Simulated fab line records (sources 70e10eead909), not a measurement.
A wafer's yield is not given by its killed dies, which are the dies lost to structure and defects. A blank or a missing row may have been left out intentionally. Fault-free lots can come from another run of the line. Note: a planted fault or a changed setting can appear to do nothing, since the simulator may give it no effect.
A struck lot beside a sound one | flow nand_harc | 24 out of 1302 route steps
Sound: wafers L946.2, L946.3, L946.5. Struck: wafer L955.4 (L955.3, L955.5, from the same lot, were not struck and are left out); the cause is given at the end.
At each step with rows: each side's tool, then ch and its chambers, then its first start. Under that, the readings that differ: sound wafers | struck wafers | difference of the means | sigmas: that difference in standard deviations of wafers without a fault.
alike: same words and numbers on both sides, and readings whose means sit less than 2 such deviations apart. not compared: any withheld reading, any reading some wafer has no value for, any bound like >300 that may hide the same value, and any number with overlapping values for which the record gives no deviation.
Wherever a step has rows on one side only, a row that says differs or no value, or a row with sigmas, the two part there. Non-overlapping numbers with no deviation appear without sigmas and do not part them. A reading that every wafer of one side lacks parts them only if that side has two wafers or more.

first, 1 step without rows for these wafers: NHARC_P_M1_SRD_25.
NHARC_P_M1_INSPECT_27:
  sound on defect_inspect-02 at day 9 13:38; struck on defect_inspect-01 at day 13 11:36
  alike: raw_defect_count
NHARC_P_M1_PRE_CLEAN_32: time 12 s.
  sound on pecvd-02 ch 0,1, day 9 13:43; struck on pecvd-04 ch 2, day 13 11:41
  alike: heater_power_w, rf_fwd_power_W
NHARC_P_M1_DEP_33: deposits SiCN, target thk 30 nm.
  sound on pecvd-02 ch 0,1, day 9 13:47; struck on pecvd-04 ch 2, day 13 11:50
  alike: heater_power_w, rf_fwd_power_W
then, 7 steps without rows for these wafers: NHARC_P_M2_DEP_00 (deposits SiOC, target thk 182.5 nm); NHARC_P_M2_DEHYDRATE_01 (time 120 s); NHARC_P_M2_HMDS_02 (time 30 s); NHARC_P_M2_COAT_34 (time 65 s); NHARC_P_M2_COAT_03 (resist thk 90 nm); NHARC_P_M2_SOFTBAKE_04 (time 55 s); NHARC_P_M2_EBR_05.
NHARC_P_M2_EXPOSE_06: exposes mask P M2, target cd 170 nm.
  sound on arfi_scanner-01 ch 0, day 9 14:46; struck on arfi_scanner-03 ch 0, day 13 12:43
  alike: mask
then, 2 steps without rows for these wafers: NHARC_P_M2_PEB_07 (peb time 65 s); NHARC_P_M2_DEVELOP_08 (develop time 35 s).
NHARC_P_M2_CD_MEAS_09: the cd target is 170 nm.
  sound on cd_sem-01 ch 0, day 9 14:53; struck on cd_sem-02 ch 0, day 13 12:51
  reading    | sound             | struck | difference | sigmas
  cd_nm (nm) | 170.1 169.8 170.4 | 178.3  | +8.2       | +13
NHARC_P_M2_OVL_MEAS_10: pitch 340 nm.
  sound on overlay-01 at day 9 14:59; struck on overlay-02 at day 13 12:57
  alike: overlay_x_nm, overlay_y_nm
NHARC_P_M2_INSPECT_11:
  sound on defect_inspect-01 at day 9 15:01; struck on defect_inspect-01 at day 13 12:59
  alike: raw_defect_count
NHARC_P_M2_DESCUM_14: chemistry O2, time 3 s.
  sound on rie_diel-03 ch 0,2,3, day 9 15:05; struck on rie_diel-03 ch 0, day 13 13:02
  reading               | sound             | struck | difference | sigmas
  model.P_M2.cd_nm (nm) | 169.7 170.1 169.6 | 178.4  | +8.6       |
  alike: drypump_motor_current_A, oes_product_au, rf_vpp_V, showerhead_plenum_p_Torr, throttle_valve_pct
  not compared: rf_hours_counter_h
NHARC_P_M2_ETCH_35: etches the open film in N2/H2, target depth 40 nm, overetch 12 nm, time 43.94 s.
  sound on rie_diel-03 ch 1,3, day 9 15:10; struck on rie_diel-03 ch 1, day 13 13:08
  reading               | sound             | struck | difference | sigmas
  oes_product_au (a.u.) | 0.993 0.995 0.996 | 1.023  | +0.028     | +3
  alike: drypump_motor_current_A, rf_fwd_power_W, rf_vpp_V, showerhead_plenum_p_Torr, throttle_valve_pct
  not compared: rf_hours_counter_h
NHARC_P_M2_ETCH_15: etches the open film in C4F8/Ar, target depth 182.5 nm, time 91.2 s.
  sound on rie_diel-03 ch 0,1; struck on rie_diel-03 ch 0
  alike: oes_product_au, rf_fwd_power_W, rf_vpp_V
  not compared: rf_hours_counter_h
NHARC_P_M2_CD_MEAS_16:
  sound on cd_sem-01 at day 9 15:23; struck on cd_sem-03 at day 13 13:21
  reading    | sound             | struck | difference | sigmas
  cd_nm (nm) | 169.6 169.9 169.6 | 178.4  | +8.7       | +11
NHARC_P_M2_STRIP_18: strips in N2/H2.
  sound on rie_diel-03 ch 0,1,2, day 9 15:27; struck on rie_diel-03 ch 0, day 13 13:25
  reading            | sound             | struck | difference | sigmas
  rf_fwd_power_W (W) | 995.2 996.7 992.8 | 1000.7 | +5.8       | +2
  alike: drypump_motor_current_A, oes_product_au, rf_vpp_V, showerhead_plenum_p_Torr, throttle_valve_pct
  not compared: rf_hours_counter_h
NHARC_P_M2_ETCH_28: etches the open film in CF4/N2, target depth 30 nm, time 72.99 s.
  sound on rie_diel-03 ch 0,1; struck on rie_diel-03 ch 0
  reading               | sound             | struck | difference | sigmas
  model.P_M2.cd_nm (nm) | 169.6 170.7 169.6 | 177.8  | +7.8       |
  alike: drypump_motor_current_A, oes_product_au, rf_fwd_power_W, rf_vpp_V, showerhead_plenum_p_Torr, throttle_valve_pct
  not compared: rf_hours_counter_h
then, 1 step without rows for these wafers: NHARC_P_M2_STRIP_19 (strips in post etch residue remover, time 600 s).

## WHERE THEY PART
Last at NHARC_P_M2_STRIP_18 as far as this record goes, first at NHARC_P_M2_CD_MEAS_09. Later steps at which nothing parts them and some readings are alike: NHARC_P_M2_ETCH_28.

WHY: the cause the simulator had injected
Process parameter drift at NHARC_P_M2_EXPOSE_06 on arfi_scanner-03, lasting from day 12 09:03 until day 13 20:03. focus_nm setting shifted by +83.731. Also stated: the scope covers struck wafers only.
